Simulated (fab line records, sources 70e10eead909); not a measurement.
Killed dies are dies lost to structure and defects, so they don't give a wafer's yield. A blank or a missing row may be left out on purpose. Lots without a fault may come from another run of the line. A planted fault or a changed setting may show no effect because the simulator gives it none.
Problem report in the 8D (eight disciplines) form, filled by code | flow nand_harc | the parts of the form that need people (team, actions taken, sign-off) are left out

1. THE PROBLEM
killed_at_array at NHARC_END_SORT_01 reads a mean of 674 on 4 wafers of 3 lots; wafers without a fault read 27 with a standard deviation of 10. That is +65 standard deviations from the usual mean.
First seen on wafer L266.4, day 21 15:12, on prober-02. The record holds 6 wafers of 3 lots with a number at this step. Rule for "out", or "out of limits": more than 4 standard deviations from the usual mean. The other wafers with a number count as sound.

2. WHAT IT IS AND WHAT IT IS NOT
question                    | is                             | is not
which readings at this step | killed_at_array, killed_dies   | killed_at_other, killed_at_periphery, killed_open, killed_short
which lots                  | L265, L266, L268               | -
which wafers of those lots  | L265.2, L265.4, L266.4, L268.4 | L266.6, L268.3
read on which gauges        | prober-01, prober-02           | -
when                        | from day 21 15:12              | up to then (0 sound wafers); but 2 sound wafers of L266, L268 came after

3. SUSPECTS, AND WHAT RULES EACH OUT
Counting: a tool at a process step up to the reading stays a suspect if it ran every lot that is out. Sound lots after the first of them don't rule it out here, since some wafers of a struck lot are sound.
- the gauge at NHARC_END_SORT_01: ruled out. The wafers that are out were read on 2 gauges (prober-01, prober-02).
- rie_metal-03 at NHARC_A_WL_FILL_ETCHBACK_04 (etches the open film in NF3, target depth 60 nm, time 120 s): kept. It ran every lot that is out, first L266 (day 17 09:11). Its own readings are out on those wafers: oes_product_au.
- Within rie_metal-03 at NHARC_A_WL_FILL_ETCHBACK_04: the wafers that are out ran in chamber 0; their sound lot-mates ran in chamber 1.
Left after counting: rie_metal-03 at NHARC_A_WL_FILL_ETCHBACK_04.

4. THE CAUSE (what the simulator had put in)
Process parameter drift: rie_metal-03, from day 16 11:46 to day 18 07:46, at NHARC_A_WL_FILL_ETCHBACK_04. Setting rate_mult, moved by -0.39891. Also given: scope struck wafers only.
Counting left only this tool.

5. THE CHAIN OF EFFECTS, in route order
Each row: a reading whose mean over the struck wafers that have a number lies more than 3 standard deviations from the usual. Only readings for which the record gives a usual standard deviation are gone through. hours: the time from each lot's start at the first step in this table that gives one to its start at this step, as a median over the lots. sigmas: the change in usual standard deviations.
hours | step                        | reading         | usual      | on struck wafers | change | sigmas
0     | NHARC_A_WL_FILL_ETCHBACK_04 | oes_product_au  | 1.001 a.u. | 0.752            | -0.248 | -21
102   | NHARC_END_SORT_01           | killed_at_array | 27         | 674              | +647   | +65
102   | NHARC_END_SORT_01           | killed_dies     | 31         | 677              | +646   | +65
The process steps in it:
- NHARC_A_WL_FILL_ETCHBACK_04: etches the open film in NF3, target depth 60 nm, time 120 s.

6. WHAT WOULD HAVE CAUGHT IT SOONER
In this record the first reading out of limits at a measuring or inspecting step was taken at day 21 15:12, 123 hours after the fault began at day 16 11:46.
The tool's own readings at NHARC_A_WL_FILL_ETCHBACK_04 were out on every struck wafer that the step has a row for (oes_product_au): an alarm limit on them would have fired on the first of those.
All the lots that are out (3) had begun NHARC_A_WL_FILL_ETCHBACK_04 on rie_metal-03 by day 21 15:12. A hold on the tool at that time would have spared none of them.
